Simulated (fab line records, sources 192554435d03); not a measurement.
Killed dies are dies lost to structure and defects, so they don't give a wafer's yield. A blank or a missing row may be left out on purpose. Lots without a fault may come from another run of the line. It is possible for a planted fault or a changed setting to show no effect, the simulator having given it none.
Struck lot and sound lot, side by side    flow n5-finfet    21 steps out of a route of 1938
Sound: the wafers L302.1, L302.3, L302.4. The struck wafers were L313.2, L313.3, L313.4. The cause is named last.
At each step with rows: each side's tool, then ch and its chambers, then its first start. Under that, the readings that differ: sound wafers    struck wafers    difference of the means    sigmas: that difference in standard deviations of wafers without a fault.
alike: same words and numbers on both sides, and readings whose means sit less than 2 such deviations apart. not compared: any withheld reading, any reading some wafer has no value for, any bound like >300 that may hide the same value, and any number with overlapping values for which the record gives no deviation.
The two part at a step that has a row with sigmas, a row that says differs or no value, or rows on one side only. Numbers that have no deviation but don't overlap get no sigmas and don't part them. A reading that every wafer of one side lacks parts them only if that side has two wafers or more.

first, 9 steps without rows for these wafers: N5_FIN_SAQP_EXPOSE_13 (exposes mask FIN CORE, target cd 35.6 nm); N5_FIN_SAQP_PEB_14 (peb time 60 s); N5_FIN_SAQP_DEVELOP_15 (develop time 30 s); N5_FIN_SAQP_DESCUM_21 (chemistry O2, time 7.9 s); N5_FIN_SAQP_ETCH_51 (etches SiARC in CF4, target depth 45.5 nm, time 75.8 s); N5_FIN_SAQP_ETCH_52 (etches SOC in N2/H2, target depth 100 nm, overetch 20 nm, time 150 s); N5_FIN_SAQP_STRIP_53 (strips in N2/H2); N5_FIN_SAQP_HM_OPEN_73 (chemistry CHF3/O2, target SiO2, stops on a-Si, target depth 12 nm, time 16.8 s); N5_FIN_SAQP_STRIP_74 (strips in CHF3/O2).
N5_FIN_SAQP_MANDREL_ETCH_22: etches a-Si in HBr/Cl2, stops on SiNx, target depth 60 nm, bt time 10 s, time 30 s.
  sound on rie-si-03 ch 0,1,3, day 2 15:37; struck on rie-si-01 ch 1,2,3, day 5 09:52
  no value came back on the struck wafers for any of 7 readings (HBr_flow_sccm (sccm), bias-w (W) and others); on the sound wafers HBr_flow_sccm (sccm) reads 149.5 150.6 150.6
reading                                    sound              struck            difference  sigmas
model.SOC_of_FIN_SAQP_COAT_49.thk-nm (nm)  76.54 76.06 76.68  99.76 99.8 99.88  +23.39      
then, 5 steps without rows for these wafers: N5_FIN_SAQP_STRIP_55 (strips in N2/H2); N5_FIN_SAQP_STRIP_23 (strips in SPM, time 750 s); N5_FIN_SAQP_SRD_66 (time 30 s); N5_FIN_SAQP_RECESS_75 (chemistry HF/NH3, target SiO2, target depth 14.4 nm, afs cycles 3, sublimation time 60 s); N5_FIN_SAQP_SPACER1_ALD_24 (deposits SiO2, target thk 20.3 nm, pulse time 1 s, purge time 2 s).
N5_FIN_SAQP_SPACER1_ETCHBACK_25: etches SiO2 in CHF3/O2, target depth 24.4 nm, time 12.2 s.
  sound on rie-diel-06 ch 0,2,3, day 2 17:42; struck on rie-diel-03 ch 0,2,3, day 5 11:38
reading                sound           struck          difference  sigmas
oes-product-au (a.u.)  0.81 0.67 0.71  0.32 0.29 0.26  -0.44       -6
  alike: drypump-motor-current-A, rf-vpp-V, showerhead-plenum-p-Torr, throttle-valve-pct
  not compared: rf-hours-counter-h
then, 1 step without rows for these wafers: N5_FIN_SAQP_MANDREL1_REMOVE_56 (chemistry HBr/Cl2/O2, target a-Si, stops on SiNx, bt time 10 s).
N5_FIN_SAQP_CD_MEAS_27: the cd target is 20 nm.
  sound on cd-sem-02 ch 0, day 2 17:53; struck on cd-sem-02 ch 0, day 5 11:50
reading     sound              struck  difference                     sigmas
cd-nm (nm)  20.76 20.44 20.20  - - -   no value on the struck wafers  
then, 1 step without rows for these wafers: N5_FIN_SAQP_ETCH_57 (etches SiNx in CH3F/O2, target depth 32.5 nm, time 46.4 s).
N5_BEOL_M4_RC_MEAS_101:
  the record has rows for the sound wafers here (prober-02 ch 0, day 9 16:59) and none for the struck ones
-- here the record skips 11 days between the struck wafers' starts before and after, leaving off in module BEOL_M4 and picking up in module PASSIVATION (first step shown: number 1936 of the route) --
N5_PASSIVATION_PROBE_49:
  the record has rows for the struck wafers here (prober-02, day 16 00:17) and none for the sound ones

== WHERE THEY PART ==
Earliest at N5_FIN_SAQP_MANDREL_ETCH_22; latest, in this record, at N5_PASSIVATION_PROBE_49.

WHY: the cause the simulator had injected
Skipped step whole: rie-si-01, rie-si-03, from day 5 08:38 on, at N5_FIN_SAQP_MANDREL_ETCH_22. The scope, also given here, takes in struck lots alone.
